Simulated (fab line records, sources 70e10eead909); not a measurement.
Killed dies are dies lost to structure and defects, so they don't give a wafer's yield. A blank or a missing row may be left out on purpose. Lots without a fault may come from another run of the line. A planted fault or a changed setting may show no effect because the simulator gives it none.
Which tool did it? | flow nand_harc | 14 lots, 42 wafers sampled, at 5 steps of a route of 1302

WHAT THE GAUGES READ, wafer by wafer
NHARC_A_ONON_D1_THK_MEAS_21: measures by ellipsometry.
lot  | measured     | on            | thk_nm (nm)
L551 | day 8 09:42  | film_metro-01 | 1008 1005 1008
L552 | day 8 17:34  | film_metro-01 | 1004 1006 1005
L553 | day 9 06:29  | film_metro-02 | 995 994 994
L555 | day 10 08:23 | film_metro-01 | 996 998 999
L556 | day 10 08:23 | film_metro-02 | 984 986 986
L557 | day 10 18:38 | film_metro-02 | 1015 1015 1014
L558 | day 11 04:12 | film_metro-02 | 989 989 989
L559 | day 11 12:47 | film_metro-01 | 1007 1007 1006
L561 | day 12 08:11 | film_metro-01 | 1004 1006 1007
L564 | day 13 11:22 | film_metro-01 | 1006 1006 1007
L567 | day 15 07:28 | film_metro-02 | 690 692 691
L569 | day 15 11:13 | film_metro-02 | 703 702 704
L573 | day 17 13:11 | film_metro-01 | 994 996 996
L574 | day 18 01:55 | film_metro-01 | 999 1000 1000

NHARC_A_ONON_D1_INSPECT_32.
lot  | measured     | on                | raw_defect_count
L551 | day 8 11:58  | defect_inspect-02 | 87 50 49
L552 | day 8 19:49  | defect_inspect-02 | 92 49 64
L553 | day 9 08:43  | defect_inspect-02 | 80 78 38
L555 | day 10 10:47 | defect_inspect-01 | 70 96 30
L556 | day 10 10:40 | defect_inspect-01 | 82 48 79
L557 | day 10 20:53 | defect_inspect-01 | 56 83 76
L558 | day 11 06:26 | defect_inspect-01 | 51 88 74
L559 | day 11 15:02 | defect_inspect-01 | 64 58 93
L561 | day 12 10:25 | defect_inspect-02 | 69 125 61
L564 | day 13 13:36 | defect_inspect-01 | 51 17 42
L567 | day 15 09:42 | defect_inspect-01 | 55 107 52
L569 | day 15 13:37 | defect_inspect-02 | 110 96 80
L573 | day 17 15:35 | defect_inspect-01 | 65 45 55
L574 | day 18 04:15 | defect_inspect-01 | 82 64 73

NHARC_END_SORT_01.
lot  | measured     | on        | killed_at_array | killed_at_other | killed_at_periphery | killed_dies | killed_open | killed_short
L551 | day 24 21:08 | prober-02 | 88 79 90        | 0 0 0           | 2 3 1               | 90 82 91    | 5 1 3       | 3 3 1
L552 | day 24 21:10 | prober-01 | 51 42 47        | 3 5 0           | 11 8 9              | 65 55 56    | 6 3 5       | 1 1 0
L553 | day 25 12:46 | prober-01 | 49 53 55        | 0 1 1           | 0 4 4               | 49 58 60    | 2 2 5       | 3 1 0
L555 | day 25 22:12 | prober-01 | 63 59 55        | 1 1 0           | 4 6 3               | 68 66 58    | 1 4 1       | 2 1 1
L556 | day 26 16:55 | prober-02 | 60 38 53        | 0 0 0           | 0 0 0               | 60 38 53    | 5 1 6       | 5 2 1
L557 | day 27 07:11 | prober-01 | 52 54 55        | 2 1 0           | 3 1 3               | 57 56 58    | 2 2 3       | 2 2 2
L558 | day 28 06:05 | prober-01 | 52 49 50        | 0 0 1           | 1 1 1               | 53 50 52    | 3 2 5       | 3 3 3
L559 | day 27 22:20 | prober-01 | 63 55 57        | 0 0 1           | 5 1 4               | 68 56 62    | 5 4 2       | 3 1 2
L561 | day 28 06:55 | prober-02 | 61 65 70        | 1 0 0           | 0 3 0               | 62 68 70    | 4 4 4       | 1 4 2
L564 | day 29 11:16 | prober-01 | 49 42 45        | 0 0 0           | 11 13 8             | 60 55 53    | 1 3 3       | 4 2 4
L567 | day 31 07:34 | prober-02 | 674 676 674     | 1 0 2           | 2 1 1               | 677 677 677 | 1 2 1       | 2 5 4
L569 | day 31 17:40 | prober-01 | 675 675 675     | 0 0 0           | 2 2 2               | 677 677 677 | 4 0 3       | 2 2 1
L573 | day 33 13:12 | prober-02 | 51 28 54        | 2 0 3           | 4 4 5               | 57 32 62    | 2 3 3       | 4 1 3
L574 | day 34 14:29 | prober-01 | 61 66 36        | 0 1 2           | 3 2 7               | 64 69 45    | 4 7 8       | 3 4 2

WHICH TOOL RAN EACH LOT (tool, then ch and the chambers of the sampled wafers, then the start)
lot  | NHARC_A_ONON_D1_DEP_19           | NHARC_A_CHANNEL_HOLE_D1_DEP_01
L551 | pecvd_onon-01 ch 0, day 8 09:11  | pecvd-04 ch 0,1,2, day 8 14:58
L552 | pecvd_onon-01 ch 0, day 8 17:03  | pecvd-04 ch 1,2, day 8 23:13
L553 | pecvd_onon-04 ch 0, day 9 06:02  | pecvd-04 ch 0,1,2, day 9 16:56
L555 | pecvd_onon-01 ch 0, day 10 07:56 | pecvd-03 ch 0,2, day 10 12:50
L556 | pecvd_onon-04 ch 0, day 10 08:00 | pecvd-01 ch 1,2, day 10 12:46
L557 | pecvd_onon-04 ch 0, day 10 18:07 | pecvd-03 ch 0,2, day 11 00:07
L558 | pecvd_onon-03 ch 0, day 11 03:45 | pecvd-04 ch 0,1,2, day 11 13:57
L559 | pecvd_onon-04 ch 0, day 11 12:20 | pecvd-04 ch 0,2, day 11 20:05
L561 | pecvd_onon-04 ch 0, day 12 07:47 | pecvd-03 ch 0,1, day 12 12:26
L564 | pecvd_onon-01 ch 0, day 13 10:52 | pecvd-03 ch 0,1, day 13 15:44
L567 | pecvd_onon-01 ch 0, day 15 07:01 | -
L569 | pecvd_onon-01 ch 0, day 15 10:50 | -
L573 | pecvd_onon-04 ch 0, day 17 12:41 | pecvd-04 ch 0,1,2, day 17 20:10
L574 | pecvd_onon-01 ch 0, day 18 01:28 | pecvd-01 ch 0,1,2, day 18 07:59
- NHARC_A_ONON_D1_DEP_19: target thk 1000 nm.
- NHARC_A_CHANNEL_HOLE_D1_DEP_01: deposits SiON, target thk 140 nm.

WHAT THE TOOLS THEMSELVES READ (means of the sampled wafers that have a number; where no wafer has one, the mark that the record gives instead)
NHARC_A_CHANNEL_HOLE_D1_DEP_01.
lot  | tool     | heater_power_w (W)
L551 | pecvd-04 | 675
L552 | pecvd-04 | 693
L553 | pecvd-04 | 680
L555 | pecvd-03 | 543
L556 | pecvd-01 | 973
L557 | pecvd-03 | 561
L558 | pecvd-04 | 715
L559 | pecvd-04 | 742
L561 | pecvd-03 | 631
L564 | pecvd-03 | 617
L573 | pecvd-04 | 692
L574 | pecvd-01 | 779

THE ANSWER, worked out from the rows above alone
Rule: what is usual is taken from the lots themselves. Put in order of their means at a reading, lots are off if they are a third of the lots or fewer, leave a main group of 4 or more, and stand apart from it by a gap of 3 or more times the standard deviation of the main group's means; of several such gaps the widest counts. A main group whose means are all the same, to the digits that the tables above print for the reading, isn't used. A lot without any number at a reading at which 4 lots or more have one is off too. The other lots that the step has rows for count as sound. The gauges are gone through in route order, then the tools' own readings, and for those a lot's mean is taken as printed above. The first step at which some lot is off is used, and at that step the reading that is off furthest; a lot without a number counts as furthest.
Off: L567, L569, at NHARC_A_ONON_D1_THK_MEAS_21 (thk_nm). The main group: mean 1001 nm, standard deviation 8.2.
A tool fits if, at a process step before that reading, it ran every lot that is off, and no sound lot after the first of them. The gauges at NHARC_A_ONON_D1_THK_MEAS_21 aren't tried: what is off there is off at NHARC_END_SORT_01 too, on other tools, and a gauge's error can't cause that. None of those tried fits.

WHAT THE SIMULATOR HAD PUT IN
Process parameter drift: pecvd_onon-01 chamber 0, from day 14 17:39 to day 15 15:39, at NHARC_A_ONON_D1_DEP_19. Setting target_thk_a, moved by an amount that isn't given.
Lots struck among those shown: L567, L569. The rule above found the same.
